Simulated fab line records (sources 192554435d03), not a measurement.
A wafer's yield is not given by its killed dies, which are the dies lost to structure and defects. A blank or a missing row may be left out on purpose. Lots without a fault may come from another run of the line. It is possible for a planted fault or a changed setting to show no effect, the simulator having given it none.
Which tool is to blame? -- flow n5-finfet -- Sampling: 24 lots, 72 wafers, 5 of 1938 route steps

== WHAT EACH GAUGE READ, for each wafer ==
N5_BEOL_M7_RS_MEAS_57: the measuring method here is four-point-probe. Usual: M7_RS 0.283 ohm/sq, standard deviation 0.0081.
lot,measured,on,M7_RS (ohm/sq),flag
L076,day 11 00:54,film-metro-01,0.288 0.281 0.279,
L078,day 11 12:14,film-metro-01,0.287 0.286 0.284,
L074,day 11 17:17,film-metro-01,0.267 0.281 0.277,
L077,day 11 23:11,film-metro-02,0.282 0.277 0.278,
L079,day 12 00:11,film-metro-01,0.282 0.289 0.284,
L080,day 12 01:05,film-metro-02,0.296 0.300 0.285,
L075,day 12 02:55,film-metro-02,0.290 0.282 0.295,
L082,day 12 20:23,film-metro-01,0.290 0.282 0.286,
L081,day 12 20:55,film-metro-02,0.289 0.283 0.287,
L083,day 12 23:40,film-metro-02,0.271 0.271 0.269,
L086,day 13 22:13,film-metro-02,0.283 0.299 0.289,
L085,day 14 02:40,film-metro-01,0.283 0.282 0.280,
L084,day 14 02:44,film-metro-02,0.291 0.282 0.272,
L087,day 14 13:56,film-metro-02,0.270 0.270 0.274,
L088,day 15 01:19,film-metro-02,0.275 0.273 0.265,
L089,day 15 01:36,film-metro-01,0.288 0.280 0.278,
L091,day 15 02:11,film-metro-02,0.290 0.284 0.275,
L090,day 15 10:11,film-metro-02,0.280 0.287 0.294,
L094,day 15 11:01,film-metro-01,0.284 0.266 0.288,
L092,day 15 19:09,film-metro-02,0.283 0.277 0.296,
L093,day 15 23:43,film-metro-02,0.278 0.289 0.294,
L096,day 16 22:02,film-metro-01,0.270 0.282 0.291,
L095,day 16 22:30,film-metro-02,0.286 0.296 0.289,
L097,day 18 02:08,film-metro-02,0.272 0.279 0.284,

N5_BEOL_M9_CD_MEAS_11 targets a cd of 64.1 nm. Usual: cd-nm at 64.6 nm, with a standard deviation of 0.52.
lot,measured,on,cd-nm (nm),flag
L076,day 11 12:26,cd-sem-03,64.9 64.4 65.3,
L078,day 11 22:01,cd-sem-02,63.9 64.0 64.4,
L074,day 12 03:08,cd-sem-01,64.7 64.0 64.6,
L077,day 12 07:14,cd-sem-02,64.2 64.4 64.5,
L079,day 12 10:13,cd-sem-01,64.2 63.1 64.1,
L080,day 12 10:58,cd-sem-01,65.3 64.8 65.1,
L075,day 12 14:58,cd-sem-01,64.5 64.0 64.7,
L082,day 13 08:02,cd-sem-02,64.8 64.9 64.7,
L081,day 13 06:01,cd-sem-01,63.9 65.0 64.4,
L083,day 13 08:51,cd-sem-02,64.0 63.9 64.6,
L086,day 14 13:04,cd-sem-02,64.7 64.4 65.2,
L085,day 14 16:56,cd-sem-03,64.8 65.2 65.5,
L084,day 14 18:49,cd-sem-03,64.2 65.3 64.7,
L087,day 14 23:20,cd-sem-02,64.8 64.6 63.9,
L088,day 15 10:56,cd-sem-03,64.2 64.8 63.8,
L089,day 15 11:06,cd-sem-02,64.4 64.7 63.4,
L091,day 15 14:20,cd-sem-02,65.7 64.2 64.8,
L090,day 16 00:50,cd-sem-03,66.2 64.9 65.5,
L094,day 15 22:20,cd-sem-02,64.2 63.8 64.9,
L092,day 16 06:40,cd-sem-02,63.7 63.8 64.4,
L093,day 16 10:12,cd-sem-01,64.6 64.0 64.8,
L096,day 17 10:01,cd-sem-03,65.1 64.7 64.7,
L095,day 17 11:49,cd-sem-03,64.9 64.5 64.5,
L097,day 18 12:36,cd-sem-01,64.7 64.7 65.3,

N5_BEOL_M9_OVL_MEAS_12. Usual: M9_OVL 0.2 nm, standard deviation 0.86.
lot,measured,on,M9_OVL (nm),flag
L076,day 11 12:28,overlay-02,2.0 1.9 2.1,
L078,day 11 22:03,overlay-01,0.1 0.5 0.3,
L074,day 12 03:10,overlay-01,0.8 -0.6 0.8,
L077,day 12 07:17,overlay-01,1.3 0.4 0.1,
L079,day 12 10:14,overlay-01,2.2 0.7 0.8,
L080,day 12 11:00,overlay-01,-0.3 0.1 -0.5,
L075,day 12 15:00,overlay-02,0.3 0.4 0.1,
L082,day 13 08:04,overlay-02,-0.9 -0.1 -0.5,
L081,day 13 06:02,overlay-02,0.3 0.4 0.1,
L083,day 13 08:53,overlay-02,0.3 0.4 -0.9,
L086,day 14 13:05,overlay-02,0.7 -0.1 1.6,
L085,day 14 16:58,overlay-01,-0.8 -0.8 0.3,
L084,day 14 18:50,overlay-02,0.7 -0.1 1.3,
L087,day 14 23:22,overlay-01,0.8 -0.3 -0.1,
L088,day 15 10:58,overlay-01,1.0 1.1 0.7,
L089,day 15 11:08,overlay-01,-0.3 -1.8 -0.2,
L091,day 15 14:22,overlay-02,0.8 -0.1 0.5,
L090,day 16 00:52,overlay-02,-0.2 0.4 0.9,
L094,day 15 22:22,overlay-02,0.9 -0.7 0.7,
L092,day 16 06:42,overlay-01,-0.8 -0.7 -1.1,
L093,day 16 10:14,overlay-01,-0.5 -0.2 0.3,
L096,day 17 10:04,overlay-02,0.4 1.3 0.9,
L095,day 17 11:51,overlay-02,0.9 -0.6 -0.5,
L097,day 18 12:38,overlay-02,1.0 0.0 -2.4,

N5_BEOL_M9_INSPECT_13: inspects for defects (brightfield). Usual: raw-defect-count at 431, with a standard deviation of 120.
lot,measured,on,raw-defect-count,flag
L076,day 11 12:29,defect-inspect-02,333 571 471,
L078,day 11 22:05,defect-inspect-02,758 628 580,
L074,day 12 03:11,defect-inspect-01,312 408 513,
L077,day 12 07:19,defect-inspect-02,402 255 338,
L079,day 12 10:16,defect-inspect-02,406 572 572,
L080,day 12 11:01,defect-inspect-01,350 496 449,
L075,day 12 15:01,defect-inspect-01,255 186 294,
L082,day 13 08:05,defect-inspect-01,310 608 486,
L081,day 13 06:04,defect-inspect-02,462 493 344,
L083,day 13 08:54,defect-inspect-02,958 504 664,
L086,day 14 13:07,defect-inspect-01,402 324 368,
L085,day 14 16:59,defect-inspect-02,393 426 446,
L084,day 14 18:52,defect-inspect-02,344 328 324,
L087,day 14 23:23,defect-inspect-02,418 501 587,
L088,day 15 11:00,defect-inspect-02,441 473 559,
L089,day 15 11:09,defect-inspect-01,390 393 322,
L091,day 15 14:23,defect-inspect-02,331 504 402,
L090,day 16 00:54,defect-inspect-02,343 345 383,
L094,day 15 22:24,defect-inspect-01,475 434 545,
L092,day 16 06:43,defect-inspect-01,427 306 388,
L093,day 16 10:16,defect-inspect-01,456 347 428,
L096,day 17 10:05,defect-inspect-02,456 385 405,
L095,day 17 11:52,defect-inspect-02,412 539 468,
L097,day 18 12:39,defect-inspect-01,405 434 344,

== WHAT TOOL EACH LOT RAN ON (gives the tool, then ch and the chambers of the sampled wafers, and finally the start) ==
lot,N5_BEOL_M8_ETCH_65
L076,"rie-diel-03 ch 0,1,2, day 11 07:40"
L078,"rie-diel-02 ch 1,2,3, day 11 17:56"
L074,"rie-diel-03 ch 1,2, day 11 20:56"
L077,"rie-diel-06 ch 1,2, day 12 02:39"
L079,"rie-diel-02 ch 1,3, day 12 04:38"
L080,"rie-diel-06 ch 0,2, day 12 05:02"
L075,"rie-diel-03 ch 0,2, day 12 09:34"
L082,"rie-diel-03 ch 0,2, day 13 02:16"
L081,"rie-diel-03 ch 0,1,3, day 13 01:52"
L083,"rie-diel-03 ch 2,3, day 13 04:02"
L086,"rie-diel-06 ch 0,2,3, day 14 04:14"
L085,"rie-diel-06 ch 0,1,2, day 14 12:22"
L084,"rie-diel-03 ch 0,3, day 14 12:31"
L087,"rie-diel-06 ch 0,1,2, day 14 17:27"
L088,"rie-diel-03 ch 1,2,3, day 15 05:25"
L089,"rie-diel-02 ch 0,1,2, day 15 05:29"
L091,"rie-diel-03 ch 0,3, day 15 07:04"
L090,"rie-diel-06 ch 2,3, day 15 17:11"
L094,"rie-diel-02 ch 1,3, day 15 17:04"
L092,"rie-diel-03 ch 1,2,3, day 16 00:37"
L093,"rie-diel-03 ch 0,3, day 16 05:08"
L096,"rie-diel-06 ch 1,3, day 17 03:35"
L095,"rie-diel-03 ch 0,1,3, day 17 04:08"
L097,"rie-diel-06 ch 2,3, day 18 06:30"
- N5_BEOL_M8_ETCH_65: etches SiARC in CF4, target depth 15.6 nm, time 26 s.

== AS READ BY THE TOOLS THEMSELVES (means over the sampled wafers that have a number; for cases with no such wafer, the mark the record gives instead) ==
N5_BEOL_M8_ETCH_65. Usual: drypump-motor-current-A 5.8 A, standard deviation 0.54; etch-rf-on-time-s 25.7 s, standard deviation 0.6; oes-product-au 0.69 a.u., standard deviation 0.091; rf-vpp-V 184.2 V, standard deviation 1.2; showerhead-plenum-p-Torr 2.16 Torr, standard deviation 0.074; throttle-valve-pct 15.5 %, standard deviation 0.32.
lot,tool,drypump-motor-current-A (A),etch-rf-on-time-s (s),oes-product-au (a.u.),rf-vpp-V (V),showerhead-plenum-p-Torr (Torr),throttle-valve-pct (%),flag
L076,rie-diel-03,5.5,25.2,0.68,183.5,2.12,15.7,
L078,rie-diel-02,5.7,25.6,0.67,183.1,2.09,15.6,
L074,rie-diel-03,5.8,25.5,0.63,183.0,2.15,16.0,
L077,rie-diel-06,5.9,26.1,0.58,185.0,2.19,15.7,
L079,rie-diel-02,5.8,26.8,0.59,183.2,2.08,15.8,
L080,rie-diel-06,6.0,26.3,0.59,184.7,2.19,15.8,
L075,rie-diel-03,5.1,25.5,0.70,183.4,2.09,15.4,
L082,rie-diel-03,5.1,25.7,0.70,182.9,2.09,15.5,
L081,rie-diel-03,5.6,25.3,0.74,184.9,2.20,15.5,
L083,rie-diel-03,5.8,26.3,0.67,184.0,2.12,15.5,
L086,rie-diel-06,6.3,25.8,0.74,183.7,2.19,15.4,
L085,rie-diel-06,5.8,25.7,0.66,185.1,2.19,15.7,
L084,rie-diel-03,5.3,25.3,0.76,184.0,2.15,15.3,
L087,rie-diel-06,5.8,26.0,0.65,184.0,2.19,15.7,
L088,rie-diel-03,5.9,25.6,0.68,184.9,2.16,15.7,
L089,rie-diel-02,5.6,25.4,0.76,184.1,2.15,15.4,
L091,rie-diel-03,5.7,25.5,0.77,184.9,2.21,15.3,
L090,rie-diel-06,6.4,25.9,0.77,184.3,2.18,15.3,
L094,rie-diel-02,5.8,25.8,0.70,183.9,2.07,15.6,
L092,rie-diel-03,5.9,25.6,0.67,184.7,2.16,15.7,
L093,rie-diel-03,5.3,25.2,0.74,183.9,2.15,15.3,
L096,rie-diel-06,5.7,25.6,0.78,185.0,2.19,15.4,
L095,rie-diel-03,5.6,24.8,0.71,185.1,2.18,15.6,
L097,rie-diel-06,6.6,25.9,0.72,183.9,2.18,15.4,

== THE ANSWER, worked out from the rows above alone ==
Rule: a lot is off if the mean of its wafers that have a number lies more than 3 standard deviations from the usual mean. Also off: a lot with no number at a reading for which 4 or more lots have one. Any other lot the step has rows for is counted as sound. After the gauges, taken in route order, come the tools' own readings; for these a lot's mean is taken, as printed above. The first step at which some lot is off is used, and at that step the reading that is off furthest; a lot without a number counts as furthest.
Across all readings shown, no lot is off: no conclusion can be drawn from this.

== WHAT HAD BEEN PUT IN BY THE SIMULATOR ==
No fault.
